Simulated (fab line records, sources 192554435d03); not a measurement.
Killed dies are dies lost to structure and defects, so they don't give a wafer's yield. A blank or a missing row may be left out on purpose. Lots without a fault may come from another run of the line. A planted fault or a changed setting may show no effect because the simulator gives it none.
fab line records | flow n5_finfet
record lots=7 wafers=21
route steps=1938 shown BEOL_M14@1738
start_h: hours from the record's first day to the start of the lot's first wafer shown | wait_h: hours since the lot's step before | " the same as in the row above | L1.1+2: a row that stands for several wafers | - no value, or no start given | * or withheld: withheld | < > ~ a bound
route shown NAME@n: a module of which the file shows steps, and the number in the route of the first | usual: mean/standard deviation of fault-free wafers | same: alike in all rows | chamber/n: place in a boat | sites: the reading at each site | _std_site: their standard deviation | _edge_site: outer sites' mean less inner sites' | radius_mm: how far each site lies from the wafer's centre | mask NAME#n: copy n | behind: the tool/chamber that last shaped the wafer | hold: why the lot was held/for how many hours/how that ended | device: the transistor (n, p or np) that didn't switch | end of line: the same wafers' tests at the end of the route | a step without rows: its recipe alone | killed: dies lost to structure and defects at the first sort, not the wafer's yield | map: a wafer's dies, x killed, . not, _ none there
set.NAME: the setting as run; set.NAME@STEP: as run at that earlier step | model.NAME: the simulator's own value behind a step, which no gauge read
lots whose settings were changed on purpose; a table a step, a row a wafer
## steps
# step N5_BEOL_M14_COAT_66
# recipe resist=SiARC temp_c=220 time_s=60 spin_rpm=1500 resist_thk_nm=110
# columns lot.wafer tool chamber start_h wait_h set.spin_rpm model.SiARC_of_BEOL_M14_COAT_66.thk_nm
L077.1+5 litho_track-03 0 - - 1607 106.4
L077.6 " 0 " " 1500 110.4
L080.1 litho_track-04 0 - - 1500 109.8
L080.3 " 0 " " 1544 108.2
L080.6 " 0 " " 1544 108.6
L081.1 litho_track-04 0 - - 1500 110
L081.2 " 0 " " 1500 110.2
L081.5 " 0 " " 1500 109.8
L082.2 litho_track-04 0 - - 1500 110.2
L082.3 " 0 " " 1376 115.6
L082.4 " 0 " " 1376 115.2
L086.2 litho_track-04 0 - - 1547 108.4
L086.5 " 0 " " 1500 110.2
L086.6 " 0 " " 1547 108.2
L091.3 litho_track-02 0 - - 1500 110.4
L091.4+6 " 0 " " 1500 110.6
L093.2 litho_track-03 0 - - 1500 110.6
L093.3 " 0 " " 1500 110.4
L093.5 " 0 " " 1398 114.6
# step N5_BEOL_M14_COAT_22
# recipe spin_rpm=2888 resist_thk_nm=300
# step N5_BEOL_M14_EBR_24
# recipe solvent=PGMEA ebr_width_mm=1.5
# step N5_BEOL_M14_DESCUM_33
# recipe chemistry=O2 time_s=7.9 source_power_w=50 bias_power_w=20 pressure_mtorr=20 rf_frequency_hz=2.712e+07 temp_c=40 o2_flow_sccm=225
# step N5_BEOL_M14_ETCH_67
# recipe chemistry=CF4 target=SiARC target_depth_a=1430 time_s=238.3 ion_energy_ev=80 pressure_mtorr=40 source_w=545 bias_w=36 Ar_flow_sccm=100 cf4_flow_sccm=100 ends=cleared
# columns lot.wafer tool chamber start_h wait_h set.spin_rpm@BEOL_M14_COAT_66 model.etch.depth_nm model.coat_of_BEOL_M14_COAT_22.thk_nm
L077.1 rie_diel-04 0 263.91 0.0 1607 106.3 214.8
L077.5 " 0 " " 1607 106.4 215.8
L077.6 " 1 " " 1500 110.4 212
L080.1 rie_diel-05 3 267.32 0.0 1500 109.9 211.4
L080.3 " 2 " " 1544 108.3 211.6
L080.6 " 3 " " 1544 108.5 212.6
L081.1 rie_diel-01 0 275.55 0.0 1500 110 210.6
L081.2 " 3 " " 1500 110.2 210.8
L081.5 " 3 " " 1500 109.8 211.6
L082.2 rie_diel-04 3 291.16 0.0 1500 110.1 210.8
L082.3 " 0 " " 1376 115.5 207.6
L082.4 " 2 " " 1376 115.2 208
L086.2 rie_diel-04 1 301.43 0.0 1547 108.4 212.2
L086.5 " 1 " " 1500 110.3 211.2
L086.6 " 2 " " 1547 108.2 212
L091.3 rie_diel-05 1 340.10 0.0 1500 110.5 211.8
L091.4 " 3 " " 1500 110.7 211.6
L091.6 " 1 " " 1500 110.6 212.8
L093.2 rie_diel-04 0 349.31 0.0 1500 110.6 212.8
L093.3 " 1 " " 1500 110.4 212
L093.5 " 3 " " 1398 114.6 209.4
# step N5_BEOL_M14_ETCH_68
# recipe chemistry=N2/H2 target=SOC mask_material=SiARC source_w=3000 bias_w=350 temp_c=40 time_s=450 ion_energy_ev=200 pressure_mtorr=30 n2_flow_sccm=200 h2_flow_sccm=200
# columns lot.wafer tool chamber start_h wait_h set.spin_rpm@BEOL_M14_COAT_66 model.SiARC_of_BEOL_M14_COAT_66.thk_nm
L077.1 rie_diel-04 0 264.06 0.1 1607 61.6
L077.5 " 0 " " 1607 61.4
L077.6 " 1 " " 1500 64.2
L080.1 rie_diel-05 3 267.46 0.1 1500 63.8
L080.3 " 2 " " 1544 65.2
L080.6 " 3 " " 1544 62.6
L081.1 rie_diel-01 0 275.70 0.1 1500 65.4
L081.2 " 3 " " 1500 64.8
L081.5 " 3 " " 1500 64.2
L082.2 rie_diel-04 3 291.31 0.1 1500 64.2
L082.3 " 0 " " 1376 71.2
L082.4 " 2 " " 1376 70.4
L086.2+6 rie_diel-04 1,2 301.58 0.1 1547 63.6
L086.5 " 1 " " 1500 65.2
L091.3+4 rie_diel-05 1,3 340.24 0.1 1500 65
L091.6 " 1 " " 1500 65.2
L093.2 rie_diel-04 0 349.46 0.1 1500 66.8
L093.3 " 1 " " 1500 64.8
L093.5 " 3 " " 1398 69.4
# step N5_BEOL_M14_SPUTTER_44
# recipe material=Ta target_thk_a=150 temp_c=50 bias_v=80 power_w=15000 chamber_pressure_pa=0.07 time_s=24.19
# columns lot.wafer tool chamber start_h wait_h set.time_s model.Ta_of_BEOL_M14_SPUTTER_44.thk_nm
L077.1 pvd_sputter-01 - 265.30 0.0 24.19 14.6
L077.5+6 " - " " 22.7 13.8
L080.1 pvd_sputter-01 - 271.92 0.0 24.19 15
L080.3 " - " " 25.25 15.6
L080.6 " - " " 25.25 15.8
L081.1+5 pvd_sputter-02 - 278.07 0.0 22.81 13.8
L081.2 " - " " 24.19 14.6
L082.2+3 pvd_sputter-02 - 292.71 0.0 24.19 15.2
L082.4 " - " " 24.19 14.8
L086.2 pvd_sputter-02 - 303.21 0.0 21.37 13.6
L086.5 " - " " 24.19 14.8
L086.6 " - " " 21.37 13.8
L091.3 pvd_sputter-01 - 341.53 0.0 24.19 15.2
L091.4 " - " " 24.19 15
L091.6 " - " " 24.19 14.8
L093.2 pvd_sputter-02 - 352.20 0.0 21.96 13.2
L093.3+5 " - " " 24.19 14.4
# step N5_BEOL_M14_DEP_53
# recipe material=SiCN target_thk_a=500 temp_c=withheld precursor=3MS/NH3 pressure_torr=3 rf_w=675 time_s=17.8
# columns lot.wafer tool chamber start_h wait_h set.time_s model.SiCN_of_BEOL_M14_DEP_53.thk_nm
L077.1 pecvd-04 0 266.34 0.0 16.51 45.6
L077.5 " 2 " " 17.8 51.2
L077.6 " 0 " " 16.51 46.6
L080.1 pecvd-02 0 272.96 0.0 15.21 42.8
L080.3 " 1 " " 15.21 44
L080.6 " 0 " " 17.8 49.8
L081.1 pecvd-02 0 279.12 0.0 20.13 56
L081.2 " 2 " " 20.13 56.6
L081.5 " 2 " " 17.8 51.2
L082.2 pecvd-02 1 293.82 0.0 16.94 47.8
L082.3 " 2 " " 16.94 48.4
L082.4 " 2 " " 17.8 51.6
L086.2 pecvd-01 2 304.25 0.0 17.8 49.2
L086.5 " 1 " " 17.8 51
L086.6 " 2 " " 19.5 54.6
L091.3 pecvd-01 1 342.90 0.0 17.8 49.4
L091.4+6 " 1,0 " " 17.8 50.2
L093.2 pecvd-02 0 353.26 0.0 19.28 53.2
L093.3 " 1 " " 17.8 49.6
L093.5 " 0 " " 17.8 49.8
## key
split step=N5_BEOL_M14_COAT_66 setting=spin_rpm stated=1500 by=wafer
response step=N5_BEOL_M14_COAT_66 reading=model.SiARC_of_BEOL_M14_COAT_66.thk_nm change=-0.595 per=1% r=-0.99
response step=N5_BEOL_M14_ETCH_67 reading=model.etch.depth_nm change=-0.603 per=1% r=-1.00
response step=N5_BEOL_M14_ETCH_67 reading=model.coat_of_BEOL_M14_COAT_22.thk_nm change=+0.4 per=1% r=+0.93
response step=N5_BEOL_M14_ETCH_68 reading=model.SiARC_of_BEOL_M14_COAT_66.thk_nm change=-0.56 per=1% r=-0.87
split step=N5_BEOL_M14_SPUTTER_44 setting=time_s stated=24.19 by=wafer
response step=N5_BEOL_M14_SPUTTER_44 reading=model.Ta_of_BEOL_M14_SPUTTER_44.thk_nm change=+0.117 per=1% r=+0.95
split step=N5_BEOL_M14_DEP_53 setting=time_s stated=17.8 by=wafer
response step=N5_BEOL_M14_DEP_53 reading=model.SiCN_of_BEOL_M14_DEP_53.thk_nm change=+0.462 per=1% r=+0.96
